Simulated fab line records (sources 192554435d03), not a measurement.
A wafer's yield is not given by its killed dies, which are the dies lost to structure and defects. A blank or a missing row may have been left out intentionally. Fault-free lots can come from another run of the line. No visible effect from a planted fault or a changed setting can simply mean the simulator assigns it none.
A struck lot beside a sound one ; flow n5 finfet ; 15 steps out of a route of 1938
Sound: the wafers L465.1, L465.3, L465.4. Struck: wafer L463.2 (left out: L463.1, L463.6 of the same lot, which were not struck); the cause appears at the end.
For every step that has rows: the tool of each side, followed by ch and its chambers, followed by its first start. Under that, the readings that differ: sound wafers ; struck wafers ; difference of the means ; sigmas: that difference in standard deviations of wafers without a fault.
alike: readings whose means differ by less than 2 such deviations, and words and numbers that are the same on both sides. not compared: withheld readings, readings that some wafer has no value for, bounds like >300 that may hide the same value, and numbers for which the record gives no deviation and whose values overlap.
The two part at a step that has a row with sigmas, a row that says differs or no value, or rows on one side only. Non-overlapping numbers with no deviation appear without sigmas and do not part them. A reading missing from all wafers of one side parts the sides only when that side holds two or more wafers.

N5_FIN_SAQP_ETCH_69: etches SOC in N2/H2, stops on SiNx, target depth 150 nm.
  sound on rie diel-01 ch 0,2,3, day 4 14:46; struck on rie diel-02 ch 3, day 4 00:52
  alike: bias w, drypump motor current A, oes product au, rf vpp V, showerhead plenum p Torr, throttle valve pct
  not compared: rf hours counter h
then, 2 steps without rows for these wafers: N5_FIN_SAQP_ETCH_67 (etches SiNx in CH3F/O2, target depth 30 nm); N5_FIN_SAQP_STRIP_70 (strips in N2/H2).
N5_FIN_SAQP_RECESS_71: chemistry HF/NH3, target SiO2, target depth 3 nm, afs cycles 1, sublimation time 60 s.
  sound on vapor etch-01 ch 0,1, day 4 14:56; struck on vapor etch-01 ch 1, day 4 01:02
  alike: drypump motor current A
then, 3 steps without rows for these wafers: N5_FIN_SAQP_SPACER2_ALD_28 (deposits SiO2, target thk 8.1 nm, pulse time 1 s, purge time 2 s); N5_FIN_SAQP_SPACER2_ETCHBACK_29 (etches SiO2 in CHF3/O2, target depth 12.2 nm, time 6.1 s); N5_FIN_SAQP_MANDREL2_REMOVE_60 (chemistry HBr/Cl2/O2, target a-Si, stops on SiNx, bt time 10 s).
N5_FIN_SAQP_CD_MEAS_31: the cd target is 8 nm.
  sound on cd sem-02 ch 0, day 4 17:16; struck on cd sem-02 ch 0, day 4 02:07
  alike: cd nm
N5_FIN_SAQP_HM_OPEN_33: chemistry CH3F/O2, target SiNx, target depth 49.4 nm, time 70.6 s.
  sound on rie diel-03 ch 0,1,2, day 4 17:19; struck on rie diel-01 ch 0, day 4 02:20
  alike: drypump motor current A, etch rf on time s, mfc ar sccm, oes_f_703_au, oes product au, rf vpp V, showerhead plenum p Torr, throttle valve pct
  not compared: rf hours counter h
then, 1 step without rows for these wafers: N5_FIN_SAQP_ETCH_34 (etches SiO2 in C4F6/O2, target depth 45 nm, time 15 s).
N5_FIN_SAQP_STRIP_77: strips in N2/H2, time 90 s.
  sound on rie diel-03 ch 0,1,2, day 4 17:24; struck on rie diel-01 ch 0, day 4 02:26
  alike: drypump motor current A, oes product au, rf vpp V, showerhead plenum p Torr, throttle valve pct
  not compared: rf hours counter h
N5_FIN_SAQP_HM_CD_35: the cd target is 8 nm.
  sound: cd sem-01 at day 4 17:32; struck: cd sem-02 at day 4 02:34
  alike: cd nm
N5_FIN_SAQP_ETCH_64: etches SiO2 in CF4, target depth 1.5 nm.
  sound on rie si-06 ch 0,1,3, day 4 17:35; struck on rie si-03 ch 2, day 4 02:37
reading;sound;struck;difference;sigmas
bias w (W);398.7 401.5 398.8;291.0;-108.7;-91
oes product au (a.u.);0.994 0.992 1.006;0.940;-0.057;-4
model.etch.depth nm (nm);1.508 1.46 1.509;1.378;-0.114;
  alike: drypump motor current A, throttle valve pct
  not compared: rf hours counter h
N5_FIN_SAQP_FIN_ETCH_36: etches the open film in HBr/Cl2/O2, target depth 120 nm, time 50.4 s.
  sound on rie si-06 ch 0,1,3, day 4 17:36; struck on rie si-03 ch 2, day 4 02:38
  alike: bias w, drypump motor current A, oes product au, throttle valve pct
  not compared: rf hours counter h
-- the record jumps here: 5 days lie between the struck wafers' starts before and after (it left off in module FIN_SAQP and takes up again in module BEOL_M4, whose first step shown is number 1111 of the route) --
N5_BEOL_M4_RC_MEAS_101:
  sound on prober-02 ch 0, day 10 09:59; struck on prober-02 ch 0, day 9 10:55
reading;sound;struck;difference;sigmas
DIBL_N (mV/V);35.2 33.9 35.5;37.5;+2.6;+2
  alike: DIBL_P, IOFF_N, IOFF_P, ION_N, ION_P, SS_N, SS_P, VT_N, VT_P

## WHERE THEY PART
Last at N5_BEOL_M4_RC_MEAS_101 as far as this record goes, first at N5_FIN_SAQP_ETCH_64.

WHY: what had been put in by the simulator
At N5_FIN_SAQP_ETCH_64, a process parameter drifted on rie si-03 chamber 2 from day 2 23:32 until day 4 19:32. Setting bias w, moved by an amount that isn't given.
